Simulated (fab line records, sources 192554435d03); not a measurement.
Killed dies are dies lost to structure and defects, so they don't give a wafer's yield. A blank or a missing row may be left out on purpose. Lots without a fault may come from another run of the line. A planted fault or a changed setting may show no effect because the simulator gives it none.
A struck lot beside a sound one | flow n5_finfet | 13 steps out of a route of 1938
Sound: wafers L294.1, L294.2, L294.4. Struck: wafers L290.2, L290.3. (L290.5 of the same lot was not struck and is left out.) The cause comes at the end.
At each step with rows: each side's tool, then ch and its chambers, then its first start. Under that, the readings that differ: sound wafers | struck wafers | difference of the means | sigmas: that difference in standard deviations of wafers without a fault.
alike: readings whose means differ by less than 2 such deviations, and words and numbers that are the same on both sides. not compared: withheld readings, readings that some wafer has no value for, bounds like >300 that may hide the same value, and numbers for which the record gives no deviation and whose values overlap.
The two part at a step that has a row with sigmas, a row that says differs or no value, or rows on one side only. Numbers that don't overlap but have no deviation are shown without sigmas and don't part them. A reading that every wafer of one side lacks parts them only if that side has two wafers or more.

N5_MOL_CONTACT_COAG_SPUTTER_143: material Co, target thk 2.5 nm.
  sound on pvd_sputter-02, day 9 12:11; struck on pvd_sputter-02, day 8 10:57
  alike: chamber_pressure_pa, throttle_valve_pct
N5_MOL_CONTACT_COAG_CO_FILL_22: material Co, precursor CCTBA/H2, target thk 20 nm.
  sound on cvd_co-01 ch 0,1, day 9 12:19; struck on cvd_co-01 ch 0,2, day 8 11:04
  alike: chamber_pressure_Torr, heater_power_outer_w, heater_power_w
N5_MOL_CONTACT_COAG_ANNEAL_113: time 300 s.
  sound on rtp_anneal-02 ch 0, day 9 12:57; struck on rtp_anneal-02 ch 0, day 8 11:59
  alike: lamp_power_pct, lamp_zone_4_pct, lamp_zone_7_pct, wafer_temp_C_max
then, 4 steps without rows for these wafers: N5_MOL_CONTACT_COAG_PRE_CLEAN_142 (time 60 s); N5_MOL_CONTACT_COAG_SPUTTER_130 (material Co, target thk 47.5 nm); N5_MOL_CONTACT_COAG_PRECLEAN_125 (cleans in DIW, time 57.5 s); N5_MOL_CONTACT_COAG_SRD_126 (dry time 32 s).
N5_MOL_CONTACT_COAG_CMP_23: polishes, stops on SiO2, t overpolish 1.5 s, target thk 0 nm.
  sound on cmp-03 ch 0,1,3, day 9 15:04; struck on cmp-04 ch 0,2, day 8 13:58
  alike: head_pressure_psi, motor_current_A, overpolish_run_s, platen_rpm, time_to_endpoint_s
then, 2 steps without rows for these wafers: N5_MOL_CONTACT_COAG_WET_ETCH_26 (target Co, target depth 13 nm); N5_MOL_CONTACT_COAG_WET_ETCH_116 (etches the open film in SC1-inhibited, target depth 4.6 nm, rinse time 30 s).
N5_MOL_CONTACT_COAG_ALD_27: deposits SiOC, target thk 17 nm, pulse time 1.5 s, time 2720 s.
  sound on ald_sin-02 ch 0,1,2, day 9 15:55; struck on ald_sin-04 ch 0,3, day 8 14:51
  reading                                           | sound                | struck        | difference | sigmas
  ald_cycles                                        | 340 340 340          | 494 494       | +154       |
  run_length_s (s)                                  | 2770.3 2770.4 2770.5 | 4001.1 4001.4 | +1230.8    | +99 or more
  time_s (s)                                        | 2720 2720 2720       | 3952 3952     | +1232      |
  model.SiOC_of_MOL_CONTACT_COAG_ALD_27.thk_nm (nm) | 17 17 17.2           | 24.6 24.6     | +7.5       |
  alike: chamber_pressure_Torr, heater_power_outer_w, heater_power_w, precursor_pulse_height_rel
N5_MOL_CONTACT_COAG_CMP_28: polishes, stops on SiNx, t overpolish 0.85 s, target thk 14.522 nm.
  sound on cmp-01 ch 0,2,3, day 9 17:29; struck on cmp-03 ch 0,2, day 8 16:25
  reading             | sound         | struck    | difference | sigmas
  motor_current_A (A) | 12.6 9.2 12.0 | 14.8 13.4 | +2.8       | +2
  alike: head_pressure_psi, platen_rpm
then, 1 step without rows for these wafers: N5_PASSIVATION_PROBE_49.

WHERE THEY PART
First at N5_MOL_CONTACT_COAG_ALD_27; last, within this record, at N5_MOL_CONTACT_COAG_CMP_28.

WHY: what the simulator had put in
Process parameter drift: ald_sin-04, from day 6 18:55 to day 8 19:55, at N5_MOL_CONTACT_COAG_ALD_27. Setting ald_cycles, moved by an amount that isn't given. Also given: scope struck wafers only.
